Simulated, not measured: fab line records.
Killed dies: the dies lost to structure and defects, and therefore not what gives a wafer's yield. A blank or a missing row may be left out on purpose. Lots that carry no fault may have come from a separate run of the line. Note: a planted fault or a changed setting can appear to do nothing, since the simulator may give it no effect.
What tool caused it? + flow n5_finfet + Sampling: 10 lots, 30 wafers, 6 of 1938 route steps

== WHAT THE GAUGES READ, wafer by wafer ==
N5_BEOL_M0_OCD_MEAS_108. Usual: 32.9 nm for trench_depth_nm, sd 0.84.
| lot  | measured     | on     | trench_depth_nm (nm) | flag |
|------|--------------|--------|----------------------|------|
| L710 | day 6 20:17  | ocd-02 | 33.6 32.8 33.6       |      |
| L713 | day 7 14:14  | ocd-02 | 34.3 32.3 34.3       |      |
| L712 | day 7 16:06  | ocd-02 | 33.7 33.9 32.2       |      |
| L719 | day 9 05:53  | ocd-02 | 32.3 32.3 32.2       |      |
| L722 | day 9 15:03  | ocd-02 | 32.0 32.5 34.1       |      |
| L723 | day 9 22:04  | ocd-02 | 33.5 34.4 34.9       |      |
| L724 | day 10 03:13 | ocd-02 | 32.1 33.1 32.7       |      |
| L725 | day 10 12:04 | ocd-01 | 34.4 32.6 32.2       |      |
| L726 | day 10 16:03 | ocd-02 | 31.9 33.7 32.3       |      |
| L728 | day 11 08:08 | ocd-01 | 32.5 34.0 32.6       |      |

N5_BEOL_M4_RC_MEAS_101. Usual: DIBL_N 36.0 mV/V, standard deviation 2.2; DIBL_P 35.9 mV/V, standard deviation 2.6; IOFF_N 0.16 nA/um, standard deviation 0.038; IOFF_P 0.21 nA/um, standard deviation 0.042; ION_N 675 uA/um, standard deviation 15; ION_P 463 uA/um, standard deviation 10; SS_N 71.5 mV/dec, standard deviation 0.62; SS_P 73.2 mV/dec, standard deviation 0.76; VT_N 250 mV, standard deviation 4.1; VT_P -251 mV, standard deviation 3.6.
| lot  | measured     | on        | DIBL_N (mV/V)  | DIBL_P (mV/V)  | IOFF_N (nA/um) | IOFF_P (nA/um) | ION_N (uA/um) | ION_P (uA/um) | SS_N (mV/dec)  | SS_P (mV/dec)  | VT_N (mV)   | VT_P (mV)      | flag |
|------|--------------|-----------|----------------|----------------|----------------|----------------|---------------|---------------|----------------|----------------|-------------|----------------|------|
| L710 | day 9 00:44  | prober-01 | 32.4 32.1 34.7 | 31.1 31.3 33.8 | 0.10 0.10 0.13 | 0.14 0.14 0.18 | 662 648 674   | 457 454 465   | 71.0 70.5 71.4 | 72.7 72.4 74.1 | 259 260 255 | -258 -257 -251 |      |
| L719 | day 11 13:40 | prober-02 | 35.7 32.8 36.7 | 35.0 31.4 34.6 | 0.15 0.11 0.16 | 0.19 0.15 0.19 | 671 670 669   | 464 458 457   | 70.9 70.7 71.8 | 72.2 72.1 72.8 | 248 253 249 | -250 -254 -250 |      |
| L722 | day 11 22:24 | prober-01 | 36.0 37.0 34.2 | 37.5 38.6 34.9 | 0.18 0.19 0.15 | 0.24 0.25 0.19 | 687 691 694   | 470 475 480   | 71.2 71.3 71.1 | 73.3 73.8 72.6 | 246 246 249 | -246 -247 -250 |      |
| L723 | day 12 02:56 | prober-02 | 37.0 37.4 36.6 | 38.5 38.1 36.9 | 0.17 0.20 0.17 | 0.24 0.23 0.22 | 661 697 686   | 456 478 464   | 72.0 71.2 70.7 | 73.5 73.8 72.4 | 246 243 248 | -249 -251 -250 |      |
| L724 | day 12 00:15 | prober-02 | 38.2 38.3 37.3 | 34.2 37.3 36.2 | 0.15 0.17 0.16 | 0.19 0.23 0.22 | 658 691 687   | 452 473 474   | 71.8 71.6 71.0 | 73.3 73.5 73.4 | 253 245 248 | -253 -251 -249 |      |
| L725 | day 12 17:16 | prober-02 | 38.6 39.9 38.5 | 39.0 42.4 39.0 | 0.18 0.22 0.20 | 0.23 0.29 0.25 | 675 696 689   | 464 482 472   | 71.9 72.1 71.6 | 73.4 73.9 73.0 | 249 245 246 | -250 -248 -250 |      |
| L726 | day 13 05:34 | prober-02 | 38.0 34.9 34.1 | 39.0 35.5 34.3 | 0.20 0.15 0.13 | 0.25 0.19 0.18 | 685 689 664   | 465 469 458   | 72.1 71.6 71.3 | 74.5 73.0 73.1 | 248 250 253 | -251 -250 -254 |      |
| L728 | day 13 18:15 | prober-01 | 37.4 33.0 37.6 | 40.0 33.5 40.5 | 0.21 0.14 0.22 | 0.26 0.17 0.25 | 678 679 692   | 458 467 470   | 71.8 71.5 72.9 | 74.5 72.5 74.6 | 242 249 244 | -250 -254 -249 |      |

== WHAT TOOL EACH LOT RAN ON (gives the tool, then ch and the chambers of the sampled wafers, and finally the start) ==
| lot  | N5_BEOL_M0_ALD_136                  | N5_BEOL_M0_ANNEAL_133        | N5_BEOL_M0_ANNEAL_135        | N5_BEOL_M0_CMP_120            |
|------|-------------------------------------|------------------------------|------------------------------|-------------------------------|
| L710 | ald_metal-03 ch 1,2, day 6 20:40    | pvd_sputter-01, day 6 22:47  | pvd_sputter-01, day 6 22:55  | cmp-02 ch 1,2, day 7 00:40    |
| L713 | ald_metal-03 ch 1,3, day 7 15:34    | pvd_sputter-03, day 7 16:30  | pvd_sputter-03, day 7 16:37  | cmp-04 ch 1,2,3, day 7 17:47  |
| L712 | ald_metal-01 ch 1,2,3, day 7 16:37  | pvd_sputter-02, day 7 17:11  | pvd_sputter-02, day 7 17:19  | cmp-01 ch 1,2,3, day 7 18:04  |
| L719 | ald_metal-01 ch 1,2,3, day 9 06:30  | pvd_sputter-03, day 9 07:31  | pvd_sputter-03, day 9 07:38  | cmp-04 ch 0,2, day 9 08:56    |
| L722 | ald_metal-02 ch 0,2,3, day 9 15:47  | pvd_sputter-01, day 9 18:07  | pvd_sputter-01, day 9 18:14  | cmp-02 ch 1,2, day 9 19:01    |
| L723 | ald_metal-03 ch 1,2, day 9 23:11    | pvd_sputter-02, day 9 23:47  | pvd_sputter-02, day 9 23:55  | cmp-02 ch 1,2, day 10 00:59   |
| L724 | ald_metal-01 ch 2,3, day 10 04:22   | pvd_sputter-02, day 10 07:30 | pvd_sputter-02, day 10 07:37 | cmp-01 ch 2,3, day 10 08:09   |
| L725 | ald_metal-03 ch 1,2,3, day 10 14:31 | pvd_sputter-02, day 10 15:28 | pvd_sputter-02, day 10 15:35 | cmp-02 ch 0,1,2, day 10 16:14 |
| L726 | ald_metal-01 ch 0,1,2, day 10 16:44 | pvd_sputter-03, day 10 18:51 | pvd_sputter-03, day 10 18:58 | cmp-02 ch 0,2,3, day 10 19:31 |
| L728 | ald_metal-01 ch 0,1,3, day 11 09:44 | pvd_sputter-01, day 11 10:35 | pvd_sputter-01, day 11 10:42 | cmp-02 ch 0,2,3, day 11 11:17 |
- N5_BEOL_M0_ALD_136: deposits TaN, pulse time 2 s, purge time 3 s, co reactant purge time 2 s.
- N5_BEOL_M0_ANNEAL_133: time 60 s.
- N5_BEOL_M0_ANNEAL_135: time 60 s.
- N5_BEOL_M0_CMP_120: polishes, stops on SiOC, t overpolish 6.9 s.

== AS READ BY THE TOOLS THEMSELVES (means over the sampled wafers that have a number; for cases with no such wafer, the mark the record gives instead) ==
N5_BEOL_M0_ALD_136. Usual: chamber_pressure_Torr 2.999 Torr, standard deviation 0.0067; heater_power_w 430 W, standard deviation 39.
| lot  | tool         | chamber_pressure_Torr (Torr) | heater_power_w (W) | flag |
|------|--------------|------------------------------|--------------------|------|
| L710 | ald_metal-03 | 2.993                        | 435                |      |
| L713 | ald_metal-03 | -                            | -                  | OFF  |
| L712 | ald_metal-01 | -                            | -                  | OFF  |
| L719 | ald_metal-01 | 3.003                        | 441                |      |
| L722 | ald_metal-02 | 2.998                        | 379                |      |
| L723 | ald_metal-03 | 3.000                        | 436                |      |
| L724 | ald_metal-01 | 3.003                        | 469                |      |
| L725 | ald_metal-03 | 3.000                        | 443                |      |
| L726 | ald_metal-01 | 3.000                        | 412                |      |
| L728 | ald_metal-01 | 3.003                        | 427                |      |

N5_BEOL_M0_ANNEAL_133. Usual: 817 W for heater_power_w, sd 45.
| lot  | tool           | heater_power_w (W) | flag |
|------|----------------|--------------------|------|
| L710 | pvd_sputter-01 | 760                |      |
| L713 | pvd_sputter-03 | 859                |      |
| L712 | pvd_sputter-02 | 795                |      |
| L719 | pvd_sputter-03 | 827                |      |
| L722 | pvd_sputter-01 | 815                |      |
| L723 | pvd_sputter-02 | 829                |      |
| L724 | pvd_sputter-02 | 847                |      |
| L725 | pvd_sputter-02 | 800                |      |
| L726 | pvd_sputter-03 | 840                |      |
| L728 | pvd_sputter-01 | 753                |      |

N5_BEOL_M0_ANNEAL_135. Usual: 817 W for heater_power_w, sd 46.
| lot  | tool           | heater_power_w (W) | flag |
|------|----------------|--------------------|------|
| L710 | pvd_sputter-01 | 763                |      |
| L713 | pvd_sputter-03 | 862                |      |
| L712 | pvd_sputter-02 | 806                |      |
| L719 | pvd_sputter-03 | 835                |      |
| L722 | pvd_sputter-01 | 810                |      |
| L723 | pvd_sputter-02 | 852                |      |
| L724 | pvd_sputter-02 | 836                |      |
| L725 | pvd_sputter-02 | 797                |      |
| L726 | pvd_sputter-03 | 842                |      |
| L728 | pvd_sputter-01 | 764                |      |

N5_BEOL_M0_CMP_120. Usual: barrier_field_endpoint_s 3.59 s, standard deviation 0.17; clearing_platen_down_force_psi 1.500 psi, standard deviation 0.0031; motor_current_A 6.3 A, standard deviation 0.57; pad_life_wafers 1089, standard deviation 630; slurry_flow_ml_min 150.1, standard deviation 0.49.
| lot  | tool   | barrier_field_endpoint_s (s) | clearing_platen_down_force_psi (psi) | motor_current_A (A) | pad_life_wafers | slurry_flow_ml_min | flag |
|------|--------|------------------------------|--------------------------------------|---------------------|-----------------|--------------------|------|
| L710 | cmp-02 | 3.76                         | 1.502                                | 6.2                 | 2064            | 150.2              |      |
| L713 | cmp-04 | 1.72                         | 1.501                                | 6.8                 | 980             | 149.9              | OFF  |
| L712 | cmp-01 | 1.78                         | 1.499                                | 6.3                 | 1742            | 149.8              | OFF  |
| L719 | cmp-04 | 3.40                         | 1.500                                | 6.1                 | 1316            | 150.2              |      |
| L722 | cmp-02 | 3.85                         | 1.500                                | 6.6                 | 343             | 149.9              |      |
| L723 | cmp-02 | 3.82                         | 1.503                                | 6.3                 | 408             | 150.2              |      |
| L724 | cmp-01 | 3.56                         | 1.497                                | 6.3                 | 216             | 150.1              |      |
| L725 | cmp-02 | 3.75                         | 1.501                                | 6.5                 | 548             | 149.8              |      |
| L726 | cmp-02 | 3.65                         | 1.501                                | 6.7                 | 572             | 150.0              |      |
| L728 | cmp-02 | 3.67                         | 1.503                                | 6.3                 | 722             | 149.3              |      |

== THE ANSWER, worked out from the rows above alone ==
Rule: a lot is off if the mean of its wafers that have a number lies more than 3 standard deviations from the usual mean. A lot without any number at a reading at which 4 lots or more have one is off too. Any other lot the step has rows for is counted as sound. After the gauges, taken in route order, come the tools' own readings; for these a lot's mean is taken, as printed above. The first step at which some lot is off is used, and at that step the reading that is off furthest; a lot without a number counts as furthest.
Off, at N5_BEOL_M0_ALD_136 on chamber_pressure_Torr: L713, L712. Without a number there: L713, L712.
If a tool, at that step or one of the process steps before it, ran each lot that is off and ran no sound lot following the first of them, it fits. None of those tried fits.

== WHAT HAD BEEN PUT IN BY THE SIMULATOR ==
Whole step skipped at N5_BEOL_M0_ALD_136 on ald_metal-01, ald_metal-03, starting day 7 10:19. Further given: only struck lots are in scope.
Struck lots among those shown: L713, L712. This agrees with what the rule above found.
